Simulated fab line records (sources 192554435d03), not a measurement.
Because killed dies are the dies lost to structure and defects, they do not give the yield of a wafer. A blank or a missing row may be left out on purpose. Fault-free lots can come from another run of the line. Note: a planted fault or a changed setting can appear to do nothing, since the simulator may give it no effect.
Split-lot experiment	flow n5 finfet	route with 1938 steps; 7 lots, 21 wafers read

SPLIT DETAILS
At N5_BEOL_M11_COAT_05 (resist thk 90 nm), the setting spin rpm was moved away from the recipe's 1500 rpm on 9 of the 21 wafers read, by -10.7% to +11.0%. This setting was run at the recipe's value on the other wafers.

The split's own step is where the reading is taken.

THE READING
CAR-ArF_of_BEOL_M11_COAT_05.thk nm (the simulator's own value, which no gauge read), in nm, at N5_BEOL_M11_COAT_05 (resist thk 90 nm). The file gives no usual value for it. Here, 12 wafers ran the recipe; their average is 89.9 nm with a standard deviation of 0.34 nm.

wafer	tool, chamber at the split	spin rpm as run, rpm	against the recipe	CAR-ArF_of_BEOL_M11_COAT_05.thk nm, nm	against lot-mates on the recipe
L074.1	litho track-01, 0	1500	recipe	89.8	-
L074.2	litho track-01, 0	1339	-10.7%	95	+5.2
L074.4	litho track-01, 0	1339	-10.7%	95	+5.2
L081.3	litho track-01, 0	1390	-7.3%	93	+3.4
L081.4	litho track-01, 0	1500	recipe	89.6	-
L081.6	litho track-01, 0	1390	-7.3%	93.2	+3.6
L083.1	litho track-01, 0	1500	recipe	90.4	-
L083.5	litho track-01, 0	1393	-7.1%	93.6	+3.3
L083.6	litho track-01, 0	1500	recipe	90.2	-
L091.3	litho track-05, 0	1356	-9.6%	94.6	+4.5
L091.4	litho track-05, 0	1500	recipe	90	-
L091.5	litho track-05, 0	1500	recipe	90.2	-
L092.1	litho track-05, 0	1456	-2.9%	91.2	+1.2
L092.3	litho track-05, 0	1456	-2.9%	91.2	+1.2
L092.4	litho track-05, 0	1500	recipe	90	-
L095.1	litho track-01, 0	1500	recipe	90.4	-
L095.3	litho track-01, 0	1665	+11.0%	85.6	-4.6
L095.5	litho track-01, 0	1500	recipe	90	-
L097.1	litho track-01, 0	1500	recipe	89.8	-
L097.2	litho track-01, 0	1500	recipe	89.2	-
L097.3	litho track-01, 0	1500	recipe	89.6	-

THE FIT
A straight line over all 21 wafers: CAR-ArF_of_BEOL_M11_COAT_05.thk nm changes by -0.448 nm for each +1% of spin rpm; r = -0.99; the points scatter about the line by 0.34 nm.
The same after taking each lot's own level away (the mean of its wafers on the recipe; 21 wafers): -0.46 nm for each +1%; r = -1.00; scatter 0.19 nm.
On that fit, the largest move of spin rpm shifts the reading by 5.1 nm.
Across the lots, their own levels run from 89.53 to 90.30 nm, a range of 2.3 times the standard deviation given above.
The two slopes agree, so the slope changes little with the lot-to-lot level.
Check: -5.28 nm against its lot-mates is what the line predicts for one of the wafers moved furthest among these (+11.0%) when that wafer is left out of the fit. It came out at -4.6 nm against them.

THESE WAFERS: OTHER SPLITS
Note: prior to the reading, these wafers also went through further splits. Each is held against what the fit with the lots' levels taken away leaves over:
other split on the same wafers	wafers away from the commonest value	r with CAR-ArF_of_BEOL_M11_COAT_05.thk nm (lot level and that fit taken away)
N5_BEOL_M9_TRENCH_ETCH_37 source w	7	+0.05
N5_BEOL_M11_PECVD_70 time s	6	+0.04

FILE'S OWN FIT
CAR-ArF_of_BEOL_M11_COAT_05.thk nm changes by -0.458 nm for each +1% of spin rpm, r = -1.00.
